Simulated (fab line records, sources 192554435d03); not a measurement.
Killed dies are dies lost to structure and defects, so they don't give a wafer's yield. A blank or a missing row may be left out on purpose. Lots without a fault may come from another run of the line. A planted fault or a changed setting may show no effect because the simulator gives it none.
fab line records | flow n5_finfet
record lots=6 wafers=18 last_day=18
route steps=1938 shown WELL_APT@20 PMOS_HMC_CHANNEL_EPI@57 BEOL_M4@1111
lots that met no fault: from a run of the same line without faults
start_h: hours from the record's first day to the start of the lot's first wafer shown | wait_h: hours since the lot's step before | " the same as in the row above | L1.1+2: a row that stands for several wafers | - no value, or no start given | * or withheld: withheld | < > ~ a bound
route shown NAME@n: a module of which the file shows steps, and the number in the route of the first | usual: mean/standard deviation of fault-free wafers | same: alike in all rows | chamber/n: place in a boat | sites: the reading at each site | _std_site: their standard deviation | _edge_site: outer sites' mean less inner sites' | radius_mm: how far each site lies from the wafer's centre | mask NAME#n: copy n | behind: the tool/chamber that last shaped the wafer | hold: why the lot was held/for how many hours/how that ended | device: the transistor (n, p or np) that didn't switch | end of line: the same wafers' tests at the end of the route | a step without rows: its recipe alone | killed: dies lost to structure and defects at the first sort, not the wafer's yield | map: a wafer's dies, x killed, . not, _ none there
set.NAME: the setting as run; set.NAME@STEP: as run at that earlier step | model.NAME: the simulator's own value behind a step, which no gauge read
lots at some steps of the route; a table a step, a row a wafer
services: from which hour (start_h, from the record's first day; less than 0 if before it) a tool's chamber was out of use, for how many hours, and why
## steps
# step N5_WELL_APT_HMDS_01
# recipe time_s=60 temp_c=120
# step N5_WELL_APT_COAT_02
# recipe spin_rpm=1357 resist_thk_nm=950
# step N5_WELL_APT_EBR_04
# recipe solvent=PGMEA ebr_width_mm=1.5
# step N5_WELL_APT_SOFTBAKE_03
# recipe temp_c=130 time_s=60
# step N5_WELL_APT_EXPOSE_05
# recipe mask_id=NWELL na=0.8 source_shape=conventional sigma_outer=0.8 polarization=unpolarized defocus_nm=0 target_cd_nm=200 dose_mj=20.3
# step N5_WELL_APT_PEB_06
# recipe peb_temp_c=130 peb_time_s=90
# step N5_WELL_APT_DEVELOP_07
# recipe develop_time_s=45 rinse_liquid=surfactant_rinse dry=air_spin dev_temp_c=21
# step N5_WELL_APT_HARDBAKE_12
# recipe temp_c=130 time_s=120
# step N5_WELL_APT_CD_MEAS_08
# recipe target_cd_nm=200 landing_energy_ev=500 detector=se_inlens
# usual cd_nm=200.3/1.7
# columns lot.wafer tool chamber start_h wait_h cd_nm
L406.2 cd_sem-01 0 43.64 - 203.9
L406.3 " 0 " " 201.3
L406.5 " 0 " " 201.3
L408.4 cd_sem-02 0 55.81 - 199.0
L408.5 " 0 " " 202.2
L408.6 " 0 " " 202.5
L419.2 cd_sem-01 0 122.05 - 201.5
L419.3 " 0 " " 198.5
L419.5 " 0 " " 199.0
L420.2 cd_sem-03 0 128.01 - 198.9
L420.4 " 0 " " 200.9
L420.6 " 0 " " 198.6
L421.3 cd_sem-03 0 133.94 - 201.0
L421.4 " 0 " " 201.0
L421.6 " 0 " " 200.4
L423.1 cd_sem-03 0 145.80 - 200.1
L423.3 " 0 " " 198.9
L423.5 " 0 " " 198.1
# step N5_WELL_APT_OVL_MEAS_09
# recipe points_per_wafer=44
# usual NWELL_OVL=2/4.9
# columns lot.wafer tool chamber start_h wait_h NWELL_OVL[nm]
L406.2 overlay-01 0 43.67 0.0 4
L406.3 " 0 " " 7
L406.5 " 0 " " 9
L408.4 overlay-01 0 55.84 0.0 3
L408.5 " 0 " " 2
L408.6 " 0 " " 0
L419.2 overlay-02 0 122.08 0.0 -1
L419.3 " 0 " " 4
L419.5 " 0 " " 3
L420.2 overlay-02 0 128.04 0.0 7
L420.4 " 0 " " 6
L420.6 " 0 " " 3
L421.3 overlay-02 0 133.96 0.0 7
L421.4 " 0 " " 4
L421.6 " 0 " " -7
L423.1 overlay-02 0 145.83 0.0 9
L423.3 " 0 " " 7
L423.5 " 0 " " 8
# step N5_WELL_APT_INSPECT_10
# recipe mode=adi inspect_instrument=macro
# usual raw_defect_count=2.0/1.5
# columns lot.wafer tool chamber start_h wait_h raw_defect_count
L406.2 defect_inspect-02 - 43.70 0.0 1
L406.3 " - " " 0
L406.5 " - " " 3
L408.4 defect_inspect-02 - 55.87 0.0 3
L408.5 " - " " 1
L408.6 " - " " 0
L419.2 defect_inspect-02 - 122.11 0.0 1
L419.3 " - " " 1
L419.5 " - " " 2
L420.2 defect_inspect-02 - 128.06 0.0 2
L420.4 " - " " 3
L420.6 " - " " 5
L421.3 defect_inspect-02 - 133.99 0.0 4
L421.4 " - " " 0
L421.6 " - " " 3
L423.1 defect_inspect-02 - 145.86 0.0 2
L423.3 " - " " 0
L423.5 " - " " 1
# step N5_WELL_APT_DESCUM_13
# recipe chemistry=O2 time_s=7.9 source_power_w=50 bias_power_w=20 pressure_mtorr=20 rf_frequency_hz=2.712e+07 temp_c=40 o2_flow_sccm=225
# usual drypump_motor_current_A=5.6/0.64 oes_product_au=0.80/0.1 rf_vpp_V=242.4/1 showerhead_plenum_p_Torr=2.04/0.05 throttle_valve_pct=20.48/0.2
# columns lot.wafer tool chamber start_h wait_h drypump_motor_current_A oes_product_au rf_hours_counter_h rf_vpp_V showerhead_plenum_p_Torr throttle_valve_pct
L406.2 rie_diel-06 1 43.78 0.1 4.8 0.88 48 243.5 2.02 20.27
L406.3 " 3 " " 6.7 0.71 222 242.1 2.08 20.82
L406.5 " 3 " " 6.7 0.71 - 242.6 2.08 20.79
L408.4 rie_diel-06 3 56.09 0.2 6.7 0.70 226 242.6 2.08 20.83
L408.5 " 2 " " 5.4 0.76 - 241.6 1.99 20.50
L408.6 " 1 " " 4.8 0.87 - 241.7 2.02 20.28
L419.2 rie_diel-04 0 122.28 0.2 5.5 0.77 124 241.8 2.00 20.39
L419.3 " 2 " " 5.8 0.70 204 242.1 2.06 20.51
L419.5 " 0 " " 5.5 0.76 - 242.0 2.00 20.36
L420.2 rie_diel-04 2 128.10 0.0 5.8 0.70 207 242.7 2.05 20.49
L420.4 " 0 " " 5.5 0.75 - 241.8 2.00 20.36
L420.6 " 3 " " 5.6 0.89 - 241.1 2.07 20.70
L421.3 rie_diel-03 1 134.02 0.0 6.6 0.70 212 239.5 1.97 20.60
L421.4 " 0 " " 5.0 0.92 23 242.8 2.15 20.64
L421.6 " 2 " " 4.8 0.95 - 243.9 2.07 20.07
L423.1 rie_diel-06 1 145.89 0.0 4.8 0.84 82 242.6 2.01 20.32
L423.3 " 2 " " 5.4 0.72 211 242.0 1.98 20.55
L423.5 " 0 " " 5.1 0.86 - 242.3 2.03 20.36
# step N5_WELL_APT_IMPLANT_14
# recipe species=P energy_kev=160 dose_cm2=1.5e+13 tilt_deg=0 rotation_deg=0
# usual beam_energy_keV=160.01/0.047 dose_ions_cm2=1.5e+13/1.6e+10 faraday_current_uA=190/3.8
# columns lot.wafer tool chamber start_h wait_h beam_energy_keV dose_ions_cm2 faraday_current_uA
L406.2 implanter-01 0 43.91 0.1 159.90 1.0642e+13 141
L406.3 " 0 " " 160.05 1.063e+13 135
L406.5 " 0 " " 159.99 1.0645e+13 133
L408.4 implanter-01 0 56.27 0.2 159.97 1.0588e+13 136
L408.5 " 0 " " 159.96 1.0603e+13 134
L408.6 " 0 " " 159.93 1.0614e+13 137
L419.2 implanter-02 0 122.41 0.1 160.01 1.4989e+13 196
L419.3 " 0 " " 159.97 1.5007e+13 196
L419.5 " 0 " " 160.04 1.4987e+13 193
L420.2 implanter-02 0 128.23 0.1 160.01 1.5008e+13 189
L420.4 " 0 " " 160.04 1.5048e+13 193
L420.6 " 0 " " 160.06 1.502e+13 199
L421.3 implanter-02 0 134.18 0.1 160.03 1.4983e+13 192
L421.4 " 0 " " 159.97 1.5003e+13 193
L421.6 " 0 " " 159.99 1.4959e+13 186
L423.1 implanter-01 0 145.99 0.1 160.02 1.5034e+13 186
L423.3 " 0 " " 160.06 1.5017e+13 189
L423.5 " 0 " " 160.00 1.5012e+13 195
# step N5_WELL_APT_IMPLANT_15
# recipe species=As energy_kev=25 dose_cm2=1.5e+13 tilt_deg=0 rotation_deg=0
# step N5_WELL_APT_STRIP_16
# recipe chemistry=SPM time_s=900 temp_c=130 h2so4_h2o2_vol_ratio=4 dry=ipa_marangoni
# step N5_WELL_APT_HMDS_18
# recipe time_s=60 temp_c=120
# step N5_WELL_APT_COAT_19
# recipe spin_rpm=1357 resist_thk_nm=950
# step N5_WELL_APT_EBR_21
# recipe solvent=PGMEA ebr_width_mm=1.5
# step N5_WELL_APT_SOFTBAKE_20
# recipe temp_c=130 time_s=60
# step N5_WELL_APT_EXPOSE_22
# recipe mask_id=PWELL na=0.8 source_shape=conventional sigma_outer=0.8 polarization=unpolarized defocus_nm=0 target_cd_nm=200 dose_mj=23.2
# step N5_WELL_APT_PEB_23
# recipe peb_temp_c=130 peb_time_s=90
# step N5_WELL_APT_DEVELOP_24
# recipe develop_time_s=45 rinse_liquid=surfactant_rinse dry=air_spin dev_temp_c=21
# step N5_WELL_APT_HARDBAKE_29
# recipe temp_c=130 time_s=120
# step N5_WELL_APT_CD_MEAS_25
# recipe target_cd_nm=200 landing_energy_ev=500 detector=se_inlens
# usual cd_nm=199.9/2.1
# columns lot.wafer tool chamber start_h wait_h cd_nm
L406.2 cd_sem-03 0 44.81 - 197.9
L406.3 " 0 " " 200.2
L406.5 " 0 " " 200.3
L408.4 cd_sem-01 0 57.15 - 200.9
L408.5 " 0 " " 200.7
L408.6 " 0 " " 199.2
L419.2 cd_sem-03 0 123.32 - 199.7
L419.3 " 0 " " 201.8
L419.5 " 0 " " 202.0
L420.2 cd_sem-03 0 129.27 - 201.1
L420.4 " 0 " " 203.4
L420.6 " 0 " " 200.2
L421.3 cd_sem-03 0 135.08 - 200.1
L421.4 " 0 " " 198.6
L421.6 " 0 " " 197.6
L423.1 cd_sem-02 0 146.92 - 197.9
L423.3 " 0 " " 201.4
L423.5 " 0 " " 199.3
# step N5_WELL_APT_OVL_MEAS_26
# recipe points_per_wafer=44
# usual PWELL_OVL=-3/5.7
# columns lot.wafer tool chamber start_h wait_h PWELL_OVL[nm]
L406.2 overlay-02 0 44.84 0.0 -6
L406.3 " 0 " " 1
L406.5 " 0 " " 3
L408.4 overlay-01 0 57.17 0.0 -7
L408.5 " 0 " " -15
L408.6 " 0 " " -8
L419.2 overlay-02 0 123.35 0.0 -1
L419.3 " 0 " " -8
L419.5 " 0 " " -14
L420.2 overlay-02 0 129.30 0.0 -6
L420.4 " 0 " " -6
L420.6 " 0 " " -8
L421.3 overlay-02 0 135.11 0.0 1
L421.4 " 0 " " 1
L421.6 " 0 " " 0
L423.1 overlay-01 0 146.95 0.0 3
L423.3 " 0 " " -1
L423.5 " 0 " " -1
# step N5_WELL_APT_INSPECT_27
# recipe mode=adi inspect_instrument=macro
# usual raw_defect_count=2.1/1.6
# columns lot.wafer tool chamber start_h wait_h raw_defect_count
L406.2 defect_inspect-02 - 44.86 0.0 2
L406.3 " - " " 3
L406.5 " - " " 0
L408.4 defect_inspect-02 - 57.20 0.0 1
L408.5 " - " " 3
L408.6 " - " " 5
L419.2 defect_inspect-01 - 123.37 0.0 0
L419.3 " - " " 0
L419.5 " - " " 3
L420.2 defect_inspect-01 - 129.33 0.0 2
L420.4 " - " " 3
L420.6 " - " " 0
L421.3 defect_inspect-02 - 135.13 0.0 2
L421.4 " - " " 1
L421.6 " - " " 1
L423.1 defect_inspect-02 - 146.98 0.0 2
L423.3 " - " " 3
L423.5 " - " " 2
# step N5_WELL_APT_DESCUM_30
# recipe chemistry=O2 time_s=7.9 source_power_w=50 bias_power_w=20 pressure_mtorr=20 rf_frequency_hz=2.712e+07 temp_c=40 o2_flow_sccm=225
# usual drypump_motor_current_A=5.6/0.63 oes_product_au=0.81/0.1 rf_vpp_V=242.4/1.2 showerhead_plenum_p_Torr=2.04/0.054 throttle_valve_pct=20.47/0.2
# columns lot.wafer tool chamber start_h wait_h drypump_motor_current_A oes_product_au rf_hours_counter_h rf_vpp_V showerhead_plenum_p_Torr throttle_valve_pct
L406.2 rie_diel-06 0 44.90 0.0 5.1 0.93 14 241.3 2.04 20.30
L406.3 " 3 " " 6.7 0.71 222 243.1 2.08 20.82
L406.5 " 1 " " 4.9 0.88 - 243.6 2.02 20.28
L408.4 rie_diel-03 3 57.26 0.1 6.5 0.68 - 240.4 1.97 20.50
L408.5 " 2 " " 4.8 0.69 - 243.5 2.08 20.47
L408.6 " 1 " " 6.6 0.72 - 240.4 1.99 20.55
L419.2 rie_diel-03 2 123.47 0.1 4.8 0.95 10 243.6 2.07 20.07
L419.3 " 0 " " 5.0 0.92 20 245.9 2.16 20.65
L419.5 " 0 " " 5.0 0.92 - 243.6 2.16 20.63
L420.2 rie_diel-03 1 129.40 0.1 6.5 0.69 210 242.0 1.98 20.60
L420.4 " 3 " " 6.5 0.98 3 244.9 2.23 20.06
L420.6 " 1 " " 6.6 0.70 - 241.2 1.98 20.59
L421.3 rie_diel-06 1 135.20 0.1 4.9 0.84 76 242.2 2.01 20.31
L421.4 " 2 " " 5.3 0.73 - 240.7 1.98 20.55
L421.6 " 1 " " 4.9 0.84 - 242.4 2.01 20.32
L423.1 rie_diel-06 0 147.05 0.1 5.2 0.86 50 242.2 2.03 20.34
L423.3 " 1 " " 4.9 0.84 82 243.9 2.01 20.32
L423.5 " 2 " " 5.4 0.73 - 241.0 1.98 20.57
# step N5_WELL_APT_IMPLANT_31
# recipe species=B energy_kev=60 dose_cm2=1.5e+13 tilt_deg=0 rotation_deg=0
# step N5_WELL_APT_IMPLANT_32
# recipe species=BF2 energy_kev=50 dose_cm2=2e+13 tilt_deg=0 rotation_deg=0
# step N5_WELL_APT_STRIP_33
# recipe chemistry=SPM time_s=900 temp_c=130 h2so4_h2o2_vol_ratio=4 dry=ipa_marangoni
# step N5_WELL_APT_RTA_34
# recipe temp_c=1000 time_s=10 ambient=N2 idle_temp_c=600 ramp_up_c_per_s=150 ramp_down_c_per_s=60 cool_to_c=600
# usual lamp_power_pct=13.01/0.057 lamp_zone_6_pct=12.922/0.023 wafer_temp_C_max=1003.6/1.1
# columns lot.wafer tool chamber start_h wait_h lamp_power_pct lamp_zone_6_pct wafer_temp_C_max
L406.2 rtp_anneal-01 0 45.71 0.1 13.06 12.935 1002.1
L406.3 " 0 " " 13.05 12.911 1003.9
L406.5 " 0 " " 12.92 12.906 1005.9
L408.4 rtp_anneal-01 0 58.05 0.1 12.95 12.952 1003.7
L408.5 " 0 " " 12.95 12.926 1003.3
L408.6 " 0 " " 13.12 12.922 1003.4
L419.2 rtp_anneal-02 0 124.25 0.0 12.99 12.874 1005.3
L419.3 " 0 " " 12.92 12.931 1002.7
L419.5 " 0 " " 12.98 12.948 1005.3
L420.2 rtp_anneal-02 0 130.18 0.0 13.04 12.886 1002.0
L420.4 " 0 " " 12.99 12.876 1004.1
L420.6 " 0 " " 13.01 12.944 1004.1
L421.3 rtp_anneal-01 0 136.03 0.1 12.90 12.891 1002.1
L421.4 " 0 " " 13.03 12.953 1002.6
L421.6 " 0 " " 12.97 12.923 1004.2
L423.1 rtp_anneal-01 0 147.99 0.2 13.00 12.873 1003.2
L423.3 " 0 " " 13.02 12.940 1003.2
L423.5 " 0 " " 13.04 12.975 1003.6
# step N5_WELL_APT_OXIDE_STRIP_42
# recipe chemistry=dHF dilution=25:1 time_s=45 temp_c=25 target=SiO2 target_depth_a=120
# step N5_WELL_APT_PRECLEAN_36
# recipe chemistry=O3/DIW time_s=45 temp_c=22 o3_ppm=10
# step N5_WELL_APT_PRECLEAN_39
# recipe chemistry=dHF time_s=60 dilution=150:1 temp_c=25
# step N5_WELL_APT_SRD_37
# recipe dry=ipa_marangoni do_ppb=5 time_s=30 temp_c=23 rinse_liquid=diw
# step N5_WELL_APT_EPI_41
# recipe material=Si target_thk_a=500 temp_c=650 precursor=SiH4/H2 pressure_torr=20 time_s=297.7
# usual throttle_valve_pct=11.6/0.44
# columns lot.wafer tool chamber start_h wait_h throttle_valve_pct
L406.2 epi_rpcvd-01 0 46.04 0.1 12.0
L406.3 " 0 " " 12.0
L406.5 " 0 " " 12.1
L408.4 epi_rpcvd-03 0 58.59 0.3 12.0
L408.5 " 0 " " 11.9
L408.6 " 0 " " 12.2
L419.2 epi_rpcvd-03 0 124.57 0.1 12.0
L419.3 " 0 " " 11.9
L419.5 " 0 " " 11.6
L420.2 epi_rpcvd-01 0 130.92 0.6 12.2
L420.4 " 0 " " 11.8
L420.6 " 0 " " 12.0
L421.3 epi_rpcvd-03 0 136.47 0.2 11.8
L421.4 " 0 " " 11.7
L421.6 " 0 " " 11.8
L423.1 epi_rpcvd-03 0 148.23 0.0 12.0
L423.3 " 0 " " 11.9
L423.5 " 0 " " 11.9
# step N5_WELL_APT_INSPECT_38
# recipe inspect_instrument=darkfield mode=post_epi
# usual raw_defect_count=13/5.1
# columns lot.wafer tool chamber start_h wait_h raw_defect_count
L406.2 defect_inspect-02 - 46.58 0.4 7
L406.3 " - " " 9
L406.5 " - " " 13
L408.4 defect_inspect-02 - 58.93 0.2 9
L408.5 " - " " 15
L408.6 " - " " 17
L419.2 defect_inspect-01 - 125.11 0.4 11
L419.3 " - " " 13
L419.5 " - " " 17
L420.2 defect_inspect-01 - 131.46 0.4 13
L420.4 " - " " 12
L420.6 " - " " 24
L421.3 defect_inspect-01 - 136.92 0.4 9
L421.4 " - " " 8
L421.6 " - " " 19
L423.1 defect_inspect-01 - 148.88 0.6 5
L423.3 " - " " 7
L423.5 " - " " 14
# step N5_PMOS_HMC_CHANNEL_EPI_HM_DEP_34
# recipe material=SiO2 target_thk_a=360 temp_c=400 precursor=TEOS/O2 pressure_torr=6.5 rf_w=900 teos_flow_sccm=161.4 gas=O2 flow_sccm=2650 time_s=6.9
# usual heater_power_w=529/87 showerhead_plenum_p_Torr=8.33/0.04 throttle_valve_pct=18.9/0.95
# columns lot.wafer tool chamber start_h wait_h heater_power_w showerhead_plenum_p_Torr throttle_valve_pct
L406.2 pecvd-03 1 46.61 0.0 535 8.40 19.4
L406.3 " 0 " " 635 8.33 18.9
L406.5 " 0 " " 625 8.30 18.9
L408.4 pecvd-02 1 58.98 0.0 659 8.25 20.4
L408.5 " 2 " " 502 8.30 17.9
L408.6 " 0 " " 480 8.36 18.0
L419.2 pecvd-02 0 125.15 0.0 593 8.35 17.9
L419.3 " 2 " " 415 8.28 17.8
L419.5 " 2 " " 419 8.28 18.1
L420.2 pecvd-02 2 131.50 0.0 489 8.29 18.1
L420.4 " 1 " " 707 8.24 20.5
L420.6 " 0 " " 488 8.36 18.0
L421.3 pecvd-02 1 136.96 0.0 683 8.26 20.1
L421.4 " 2 " " 460 8.30 18.1
L421.6 " 1 " " 693 8.26 20.6
L423.1 pecvd-02 0 148.92 0.0 583 8.37 18.1
L423.3 " 1 " " 583 8.25 20.4
L423.5 " 0 " " 566 8.35 17.9
# step N5_PMOS_HMC_CHANNEL_EPI_COAT_31
# recipe resist=BARC temp_c=205 time_s=60 spin_rpm=1500 resist_thk_nm=66
# step N5_PMOS_HMC_CHANNEL_EPI_COAT_03
# recipe resist=CAR-ArF-block spin_rpm=1500 resist_thk_nm=205
# step N5_PMOS_HMC_CHANNEL_EPI_EBR_05
# recipe solvent=PGMEA ebr_width_mm=1.5
# step N5_PMOS_HMC_CHANNEL_EPI_SOFTBAKE_04
# recipe temp_c=110 time_s=60 resist=CAR-ArF-block
# step N5_BEOL_M4_RC_MEAS_101
# usual DIBL_N=36.0/1.6 DIBL_P=36.1/2 IOFF_N=0.160/0.029 IOFF_P=0.21/0.039 ION_N=675/13 ION_P=464/8.8 RS_NWELL=1038/6.2 SS_N=71.5/0.58 SS_P=73.3/0.65 VT_N=250/3.3 VT_P=-249/3.6
# columns lot.wafer tool chamber start_h wait_h DIBL_N[mV/V] DIBL_P[mV/V] IOFF_N[nA/um] IOFF_P[nA/um] ION_N[uA/um] ION_P[uA/um] RS_NWELL[ohm/sq] SS_N[mV/dec] SS_P[mV/dec] VT_N[mV] VT_P[mV]
L406.2 prober-02 0 204.80 0.2 36.0 34.9 0.136 0.20 663 461 1251 71.1 72.7 252 -248
L406.3 " 0 " " 37.8 37.3 0.179 0.24 683 467 1270 71.7 73.8 248 -248
L406.5 " 0 " " 36.9 36.2 0.153 0.22 688 471 1264 71.0 73.2 250 -245
L408.4 prober-02 0 209.53 0.5 35.7 34.8 0.139 0.21 668 468 1270 70.9 73.4 249 -247
L408.5 " 0 " " 38.5 38.5 0.197 0.28 674 467 1271 72.1 74.0 248 -245
L408.6 " 0 " " 37.4 36.2 0.165 0.24 668 463 1263 71.9 73.6 249 -244
L419.2 prober-02 0 286.48 0.2 37.5 38.7 0.187 0.26 682 474 1037 72.0 73.6 244 -248
L419.3 " 0 " " 36.8 37.7 0.163 0.24 679 463 1040 71.4 73.5 250 -248
L419.5 " 0 " " 35.9 35.8 0.155 0.21 694 474 1035 71.5 72.6 247 -246
L420.2 prober-01 0 298.10 0.2 34.5 32.2 0.118 0.15 661 451 1035 71.3 71.8 253 -256
L420.4 " 0 " " 36.1 35.1 0.159 0.19 672 458 1040 72.0 72.5 247 -253
L420.6 " 0 " " 33.9 32.0 0.126 0.15 681 461 1045 70.8 71.9 250 -253
L421.3 prober-02 0 301.42 0.3 38.4 37.8 0.198 0.25 692 474 1037 72.1 73.9 246 -244
L421.4 " 0 " " 35.6 35.3 0.143 0.20 681 472 1033 71.6 72.9 248 -249
L421.6 " 0 " " 35.1 34.4 0.130 0.19 670 458 1025 71.2 72.2 253 -249
L423.1 prober-02 0 303.28 0.0 34.6 34.1 0.130 0.18 657 452 1034 71.7 72.8 254 -251
L423.3 " 0 " " 36.9 38.1 0.192 0.26 674 464 1043 71.4 73.9 248 -246
L423.5 " 0 " " 33.7 33.0 0.120 0.17 660 454 1040 71.5 72.7 255 -252
## services
# columns tool chamber start_h hours kind
rie_diel-04 2 31.94 2.5 repair
implanter-01 - 35.37 0.8 repair
pecvd-02 - 44.26 14.6 pm
rie_diel-03 0 54.03 - clean
rie_diel-03 0 54.03 - consumable_replace:focus_ring
rie_diel-03 0 54.03 24.2 scheduled_down
rie_diel-03 0 54.03 24.2 vent_cycle
implanter-02 - 58.06 3.4 repair
rtp_anneal-02 - 58.46 1.4 pm
rie_diel-03 2 78.36 - clean
rie_diel-03 2 78.36 - consumable_replace:focus_ring
rie_diel-06 3 81.71 6.0 repair
pecvd-02 1 87.19 5.5 scheduled_down
rie_diel-03 - 97.60 2.8 pm
implanter-02 - 101.57 5.8 pm
pecvd-02 - 104.26 1.2 repair
rie_diel-04 1 120.81 9.9 repair
epi_rpcvd-03 - 128.24 2.8 pm
rie_diel-06 3 135.20 - clean
rie_diel-06 3 135.20 - consumable_replace:focus_ring
rie_diel-06 3 135.20 16.4 scheduled_down
rie_diel-06 3 135.20 16.4 vent_cycle
implanter-01 - 137.21 0.8 repair
rie_diel-04 0 148.13 8.1 repair
## key
first_sign step=N5_WELL_APT_IMPLANT_14 reading=dose_ions_cm2 direction=down sigmas=99+ usual=1.5e+13 struck=1.062e+13
effect step=N5_WELL_APT_IMPLANT_14 reading=faraday_current_uA direction=down sigmas=14 usual=190 struck=136
effect step=N5_BEOL_M4_RC_MEAS_101 reading=RS_NWELL direction=up sigmas=37 usual=1038 struck=1265
met_at N5_WELL_APT_IMPLANT_14
struck_wafers L406.2,L406.3,L406.5,L408.4,L408.5,L408.6
fault kind=process_parameter_drift tool=implanter-01 chamber=- onset_h=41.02 steps=N5_WELL_APT_IMPLANT_14 channel=dose_cm2 offset=-4.3785e+12 shape=step end_h=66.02 acts_in=these_recipes_only stated=1.5e+13
